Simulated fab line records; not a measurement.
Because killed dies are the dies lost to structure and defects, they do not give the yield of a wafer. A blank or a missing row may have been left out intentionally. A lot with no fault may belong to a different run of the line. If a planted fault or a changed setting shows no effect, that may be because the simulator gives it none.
Comparing a struck lot with a sound one -- flow nand_harc -- 17 steps out of a route of 1159
Sound: wafers L266.2, L266.3, L266.4. Wafers L273.2, L273.3, L273.6 were the ones struck. Last of all comes the cause.
Each step with rows lists, per side, the tool, then ch with its chambers, then its first start. Under that, the readings that differ: sound wafers -- struck wafers -- difference of the means -- sigmas: that difference in standard deviations of wafers without a fault.
alike: readings whose means differ by less than 2 such deviations, and words and numbers that are the same on both sides. not compared: withheld readings, readings that some wafer has no value for, bounds like >300 that may hide the same value, and numbers for which the record gives no deviation and whose values overlap.
Wherever a step has rows on one side only, a row that says differs or no value, or a row with sigmas, the two part there. When numbers do not overlap yet have no deviation, they are printed without sigmas and do not part them. A reading missing from all wafers of one side parts the sides only when that side holds two or more wafers.

first, 2 steps without rows for these wafers: NHARC_P_STI_SRD_39; NHARC_P_STI_OXIDE_40 (material SiO2, target thk 10 nm, ox time 1362 s).
NHARC_P_STI_INSPECT_25:
  sound on defect_inspect-01 at day 5 19:13; struck on defect_inspect-02 at day 7 14:53
reading,sound,struck,difference,sigmas
raw_defect_count,273 437 381,115 163 82,-244,-3
then, 9 steps without rows for these wafers: NHARC_P_GATE_ETCH_69 (etches SiO2 in dHF, target depth 14 nm); NHARC_P_GATE_PRECLEAN_70 (cleans in SC1); NHARC_P_GATE_SRD_01; NHARC_P_GATE_OXIDE_02 (material SiO2, target thk 37.5 nm, ox time 365 s); NHARC_P_GATE_DEHYDRATE_03 (time 120 s); NHARC_P_GATE_HMDS_04 (time 30 s); NHARC_P_GATE_COAT_05; NHARC_P_GATE_SOFTBAKE_06 (time 95 s); NHARC_P_GATE_EBR_07.
NHARC_P_GATE_EXPOSE_08: exposes mask P HV.
  sound on krf_scanner-02 ch 0, day 6 04:04; struck on krf_scanner-02 ch 0, day 7 22:50
reading,sound,struck,difference,sigmas
mask,P_HV#0 P_HV#0 P_HV#0,P_PSD#0 P_PSD#0 P_PSD#0,differs,
then, 2 steps without rows for these wafers: NHARC_P_GATE_PEB_09 (peb time 85 s); NHARC_P_GATE_DEVELOP_10 (time 70 s).
NHARC_P_GATE_CD_MEAS_11 targets a cd of 1640 nm.
  sound on cd_sem-01 ch 0, day 6 04:13; struck on cd_sem-02 ch 0, day 7 22:59
reading,sound,struck,difference,sigmas
cd_nm (nm),1637.4 1639.0 1639.4,- - -,no value on the struck wafers,
then, 1 step without rows for these wafers: NHARC_P_GATE_HARDBAKE_12 (time 80 s).

== WHERE THEY PART ==
Earliest at NHARC_P_STI_INSPECT_25; latest, in this record, at NHARC_P_GATE_CD_MEAS_11.

WHY: the cause the simulator had injected
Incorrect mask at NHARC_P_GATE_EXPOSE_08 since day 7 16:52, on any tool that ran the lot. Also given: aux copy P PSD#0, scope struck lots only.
